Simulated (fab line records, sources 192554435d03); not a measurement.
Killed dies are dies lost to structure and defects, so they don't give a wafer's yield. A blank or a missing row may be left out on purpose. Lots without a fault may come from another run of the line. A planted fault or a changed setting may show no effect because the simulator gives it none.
fab line records | flow n5_finfet
record lots=6 wafers=18 last_day=18
route steps=1938 shown BEOL_M15@1808
lots that met no fault: from a run of the same line without faults
start_h: hours from the record's first day to the start of the lot's first wafer shown | wait_h: hours since the lot's step before | " the same as in the row above | L1.1+2: a row that stands for several wafers | - no value, or no start given | * or withheld: withheld | < > ~ a bound
route shown NAME@n: a module of which the file shows steps, and the number in the route of the first | usual: mean/standard deviation of fault-free wafers | same: alike in all rows | chamber/n: place in a boat | sites: the reading at each site | _std_site: their standard deviation | _edge_site: outer sites' mean less inner sites' | radius_mm: how far each site lies from the wafer's centre | mask NAME#n: copy n | behind: the tool/chamber that last shaped the wafer | hold: why the lot was held/for how many hours/how that ended | device: the transistor (n, p or np) that didn't switch | end of line: the same wafers' tests at the end of the route | a step without rows: its recipe alone | killed: dies lost to structure and defects at the first sort, not the wafer's yield | map: a wafer's dies, x killed, . not, _ none there
set.NAME: the setting as run; set.NAME@STEP: as run at that earlier step | model.NAME: the simulator's own value behind a step, which no gauge read
lots at some steps of the route; a table a step, a row a wafer
services: from which hour (start_h, from the record's first day; less than 0 if before it) a tool's chamber was out of use, for how many hours, and why
## steps
# step N5_BEOL_M15_ETCH_61
# recipe chemistry=N2/H2 target=BARC target_depth_a=890 overetch_a=267 time_s=67.9 ion_energy_ev=200 pressure_mtorr=30 source_w=840 bias_w=150 n2_flow_sccm=200 h2_flow_sccm=200
# usual drypump_motor_current_A=5.5/0.45 oes_product_au=0.68/0.06 rf_vpp_V=523.7/2.8 showerhead_plenum_p_Torr=2.53/0.099 throttle_valve_pct=17.8/0.32
# columns lot.wafer tool chamber start_h wait_h drypump_motor_current_A oes_product_au rf_hours_counter_h rf_vpp_V showerhead_plenum_p_Torr throttle_valve_pct
L135.1 rie_diel-04 3 282.62 0.0 5.4 0.70 64 529.1 2.70 17.5
L135.2 " 0 " " 6.3 0.70 76 522.8 2.48 18.2
L135.5 " 1 " " 5.0 0.78 - 523.6 2.48 17.4
L138.2 rie_diel-04 3 303.33 0.0 5.4 0.69 71 527.4 2.70 17.5
L138.4 " 0 " " 6.3 0.69 82 521.9 2.47 18.2
L138.6 " 0 " " 6.3 0.69 - 521.2 2.47 18.2
L148.3 rie_diel-04 3 349.97 0.0 5.4 0.69 88 526.8 2.69 17.5
L148.4 " 0 " " 6.3 0.67 99 520.6 2.47 18.2
L148.5 " 2 " " 5.0 0.60 - 518.5 2.42 18.0
L146.3 rie_diel-04 1 350.48 0.0 5.0 0.73 33 522.1 2.47 17.5
L146.4 " 3 " " 5.4 0.67 88 528.9 2.69 17.5
L146.6 " 3 " " 5.4 0.68 - 527.5 2.69 17.5
L156.1 rie_diel-04 0 388.02 0.0 6.3 0.67 110 524.2 2.46 18.2
L156.3 " 3 " " 5.4 0.67 100 527.9 2.68 17.5
L156.6 " 3 " " 5.4 0.66 - 526.0 2.68 17.5
L155.1 rie_diel-03 2 398.25 0.0 6.0 0.78 29 528.8 2.71 17.6
L155.2 " 0 " " 5.8 0.57 245 526.7 2.62 18.4
L155.6 " 0 " " 5.8 0.58 - 525.7 2.62 18.4
# step N5_BEOL_M15_TRENCH_ETCH_34
# recipe chemistry=C4F8/O2/Ar target=SiO2 target_depth_a=8729.3 he_inner_torr=15 he_outer_torr=30 time_s=199 ion_energy_ev=800 pressure_mtorr=20 source_w=1905 bias_w=2040 Ar_flow_sccm=400 C4F8_flow_sccm=16 O2_flow_sccm=12
# step N5_BEOL_M15_STRIP_36
# recipe chemistry=O2 power_w=600 temp_c=60 pressure_mtorr=30 rf_frequency_hz=6e+07 bias_power_w=0 overash_fraction=0.3 o2_flow_sccm=225
# usual drypump_motor_current_A=5.5/0.44 oes_product_au=0.79/0.078 rf_vpp_V=3.7/1 showerhead_plenum_p_Torr=2.09/0.084 throttle_valve_pct=16.6/0.3
# columns lot.wafer tool chamber start_h wait_h drypump_motor_current_A oes_product_au rf_hours_counter_h rf_vpp_V showerhead_plenum_p_Torr throttle_valve_pct
L135.1 rie_diel-03 3 288.87 6.0 5.9 0.85 58 3.2 2.12 16.5
L135.2 " 1 " " 4.9 0.88 39 3.7 2.14 16.6
L135.5 " 0 " " 5.8 0.68 - 4.7 2.19 17.3
L138.2 rie_diel-04 2 303.62 0.1 5.0 0.70 212 3.6 1.98 16.7
L138.4 " 0 " " 6.2 0.82 83 2.1 2.02 16.8
L138.6 " 3 " " 5.4 0.81 - 3.6 2.23 16.3
L148.3 rie_diel-05 3 353.27 3.1 5.4 0.77 125 3.8 2.12 16.9
L148.4 " 0 " " 6.1 0.84 81 4.0 2.04 16.3
L148.5 " 2 " " 5.8 0.69 - 4.6 2.10 17.0
L146.3 rie_diel-05 1 356.89 6.2 5.5 0.72 216 3.0 2.00 16.6
L146.4 " 0 " " 6.0 0.86 82 3.4 2.04 16.3
L146.6 " 2 " " 5.8 0.71 - 2.8 2.10 17.0
L156.1 rie_diel-04 3 391.44 3.2 5.4 0.78 102 4.0 2.22 16.3
L156.3 " 0 " " 6.3 0.77 112 3.6 2.01 16.8
L156.6 " 3 " " 5.4 0.79 - 4.2 2.22 16.3
L155.1 rie_diel-05 3 401.61 3.1 5.4 0.77 136 5.4 2.11 16.9
L155.2 " 1 " " 5.5 0.69 228 4.9 2.00 16.7
L155.6 " 1 " " 5.5 0.71 - 4.2 1.99 16.7
# step N5_BEOL_M15_STRIP_62
# recipe chemistry=O2 power_w=600 temp_c=60 pressure_mtorr=30 rf_frequency_hz=6e+07 bias_power_w=0 overash_fraction=0.3 o2_flow_sccm=225
# usual drypump_motor_current_A=5.5/0.44 oes_product_au=0.79/0.077 rf_vpp_V=3.6/0.51 showerhead_plenum_p_Torr=2.09/0.084 throttle_valve_pct=16.6/0.31
# columns lot.wafer tool chamber start_h wait_h drypump_motor_current_A oes_product_au rf_hours_counter_h rf_vpp_V showerhead_plenum_p_Torr throttle_valve_pct
L135.1 rie_diel-03 3 - - 5.9 0.85 58 2.5 2.12 16.5
L135.2 " 1 " " 4.9 0.88 39 4.0 2.14 16.6
L135.5 " 0 " " 5.8 0.68 - 2.8 2.19 17.3
L138.2 rie_diel-04 2 - - 5.0 0.71 212 3.3 1.98 16.7
L138.4 " 0 " " 6.3 0.80 83 3.2 2.02 16.8
L138.6 " 3 " " 5.4 0.81 - 4.3 2.23 16.3
L148.3 rie_diel-05 3 - - 5.4 0.79 125 3.2 2.12 16.9
L148.4 " 0 " " 6.1 0.86 81 3.2 2.04 16.3
L148.5 " 2 " " 5.8 0.70 - 3.6 2.10 17.0
L146.3 rie_diel-05 1 - - 5.5 0.71 216 3.5 2.00 16.6
L146.4 " 0 " " 6.1 0.86 82 3.2 2.04 16.3
L146.6 " 2 " " 5.8 0.70 - 4.4 2.10 17.0
L156.1 rie_diel-04 3 - - 5.4 0.79 102 4.1 2.22 16.3
L156.3 " 0 " " 6.3 0.78 112 3.0 2.01 16.8
L156.6 " 3 " " 5.4 0.78 - 4.1 2.22 16.3
L155.1 rie_diel-05 3 - - 5.4 0.77 136 3.5 2.11 16.9
L155.2 " 1 " " 5.5 0.69 228 2.9 2.00 16.7
L155.6 " 1 " " 5.5 0.70 - 3.9 2.00 16.7
# step N5_BEOL_M15_STRIP_37
# recipe chemistry=O2 power_w=600 temp_c=60 pressure_mtorr=30 rf_frequency_hz=6e+07 bias_power_w=0 overash_fraction=0.3 o2_flow_sccm=225
# usual drypump_motor_current_A=5.5/0.44 oes_product_au=0.79/0.077 rf_vpp_V=3.6/0.63 showerhead_plenum_p_Torr=2.09/0.084 throttle_valve_pct=16.6/0.3
# columns lot.wafer tool chamber start_h wait_h drypump_motor_current_A oes_product_au rf_hours_counter_h rf_vpp_V showerhead_plenum_p_Torr throttle_valve_pct
L135.1 rie_diel-03 3 - - 5.9 0.85 58 4.4 2.12 16.5
L135.2 " 1 " " 4.9 0.89 39 4.0 2.14 16.6
L135.5 " 0 " " 5.8 0.68 - 4.0 2.19 17.3
L138.2 rie_diel-04 2 - - 5.0 0.71 212 4.2 1.98 16.7
L138.4 " 0 " " 6.3 0.81 83 3.0 2.02 16.8
L138.6 " 3 " " 5.4 0.80 - 3.4 2.23 16.2
L148.3 rie_diel-05 3 - - 5.4 0.77 125 4.2 2.12 16.9
L148.4 " 0 " " 6.0 0.86 81 4.6 2.04 16.3
L148.5 " 2 " " 5.8 0.70 - 4.0 2.11 17.0
L146.3 rie_diel-05 1 - - 5.5 0.70 216 3.1 2.00 16.7
L146.4 " 0 " " 6.1 0.85 82 4.0 2.04 16.3
L146.6 " 2 " " 5.8 0.70 - 3.3 2.10 17.0
L156.1 rie_diel-04 3 - - 5.4 0.78 102 3.1 2.22 16.4
L156.3 " 0 " " 6.3 0.79 112 4.0 2.01 16.9
L156.6 " 3 " " 5.4 0.79 - 3.5 2.22 16.3
L155.1 rie_diel-05 3 - - 5.5 0.77 136 3.0 2.11 16.9
L155.2 " 1 " " 5.5 0.69 229 2.7 2.00 16.7
L155.6 " 1 " " 5.5 0.70 - 4.8 2.00 16.7
# step N5_BEOL_M15_ETCH_38
# recipe chemistry=CF4/N2 target=SiCN target_depth_a=1064 taper_deg=2 time_s=120.5 ion_energy_ev=150 mask_material=SiO2 pressure_mtorr=40 source_w=430 bias_w=70 Ar_flow_sccm=100 cf4_flow_sccm=60 n2_flow_sccm=60
# step N5_BEOL_M15_PRECLEAN_39
# recipe chemistry=residue_remover time_s=60 temp_c=40
# step N5_BEOL_M15_SRD_40
# recipe time_s=30 temp_c=23 rinse_liquid=diw dry=n2_spin spin_rpm=1500 dry_time_s=30
# step N5_BEOL_M15_DEGAS_41
# recipe ambient=vacuum temp_c=300 time_s=60
# step N5_BEOL_M15_PRE_CLEAN_42
# recipe gas=H2/He time_s=30 temp_c=300
# step N5_BEOL_M15_SPUTTER_43
# recipe material=TaN target_thk_a=150 temp_c=50 bias_v=168.6 power_w=15000 chamber_pressure_pa=0.12 time_s=24.19
# step N5_BEOL_M15_SPUTTER_44
# recipe material=Ta target_thk_a=150 temp_c=50 bias_v=80 power_w=15000 chamber_pressure_pa=0.07 time_s=24.19
# usual cathode_dc_power_W=15000/2.6 throttle_valve_pct=29.8/1.1
# columns lot.wafer tool chamber start_h wait_h cathode_dc_power_W throttle_valve_pct model.Ta_of_BEOL_M15_SPUTTER_44.thk_nm
L135.1 pvd_sputter-01 - 289.58 0.0 14998 28.9 14.8
L135.2 " - " " 15003 31.0 14.6
L135.5 " - " " 14997 29.8 14.8
L138.2 pvd_sputter-02 - 304.30 0.0 15004 28.2 15
L138.4 " - " " 15005 28.8 15.4
L138.6 " - " " 15000 29.5 15.2
L148.3 pvd_sputter-01 - 354.08 0.0 14349 32.3 14.2
L148.4 " - " " 14349 30.0 14.4
L148.5 " - " " 14344 30.3 14.4
L146.3 pvd_sputter-01 - 357.78 0.0 14351 29.9 14.2
L146.4 " - " " 14351 31.0 14.2
L146.6 " - " " 14350 30.1 14.2
L156.1 pvd_sputter-02 - 392.49 0.0 14998 29.1 15.2
L156.3 " - " " 15004 29.6 15
L156.6 " - " " 15003 28.4 15.2
L155.1 pvd_sputter-02 - 402.35 0.0 15000 28.6 15.2
L155.2 " - " " 15002 29.2 14.8
L155.6 " - " " 15002 29.6 15
# step N5_BEOL_M15_SPUTTER_45
# recipe material=Cu target_thk_a=1000 temp_c=-20 bias_v=60 power_w=26000 chamber_pressure_pa=0.13 time_s=16.67
# usual cathode_dc_power_W=26000/4.7 throttle_valve_pct=29.8/1.1
# columns lot.wafer tool chamber start_h wait_h cathode_dc_power_W throttle_valve_pct
L135.1 pvd_sputter-01 - 289.66 0.0 26005 29.0
L135.2 " - " " 25993 31.0
L135.5 " - " " 25998 30.2
L138.2 pvd_sputter-02 - 304.38 0.0 26002 28.4
L138.4 " - " " 25994 29.1
L138.6 " - " " 26006 29.6
L148.3 pvd_sputter-01 - 354.16 0.0 26003 32.3
L148.4 " - " " 26003 29.9
L148.5 " - " " 26000 30.2
L146.3 pvd_sputter-01 - 357.86 0.0 26001 29.9
L146.4 " - " " 25996 30.8
L146.6 " - " " 25995 30.1
L156.1 pvd_sputter-02 - 392.57 0.0 26002 29.1
L156.3 " - " " 26005 29.8
L156.6 " - " " 26000 28.2
L155.1 pvd_sputter-02 - 402.43 0.0 26002 28.7
L155.2 " - " " 26003 29.4
L155.6 " - " " 25993 29.6
## services
# columns tool chamber start_h hours kind
rie_diel-05 - 265.91 4.3 pm
rie_diel-05 - 283.06 1.3 repair
rie_diel-03 2 284.87 - clean
rie_diel-03 2 284.87 - consumable_replace:focus_ring
rie_diel-03 2 284.87 - consumable_replace:showerhead
rie_diel-03 2 284.87 22.5 scheduled_down
rie_diel-03 2 284.87 22.5 vent_cycle
rie_diel-04 2 310.40 11.5 repair
rie_diel-05 0 359.28 1.5 repair
pvd_sputter-02 - 366.38 0.7 repair
rie_diel-05 3 373.86 6.3 repair
rie_diel-04 2 377.70 15.9 repair
rie_diel-03 3 383.78 2.1 repair
rie_diel-03 0 402.34 8.1 repair
## key
first_sign step=N5_BEOL_M15_SPUTTER_44 reading=cathode_dc_power_W direction=down sigmas=99+ usual=* struck=*
effect none on later readings
model_effect step=N5_BEOL_M15_SPUTTER_44 value=Ta_of_BEOL_M15_SPUTTER_44.thk_nm without=14.87 struck=14.27
met_at N5_BEOL_M15_SPUTTER_44
struck_wafers L146.3,L146.4,L146.6,L148.3,L148.4,L148.5
onset_between 289.58 354.08
fault kind=process_parameter_drift tool=pvd_sputter-01 chamber=- onset_h=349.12 steps=N5_BEOL_M15_SPUTTER_44 channel=power_w offset=* shape=step end_h=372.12 acts_in=* stated=*
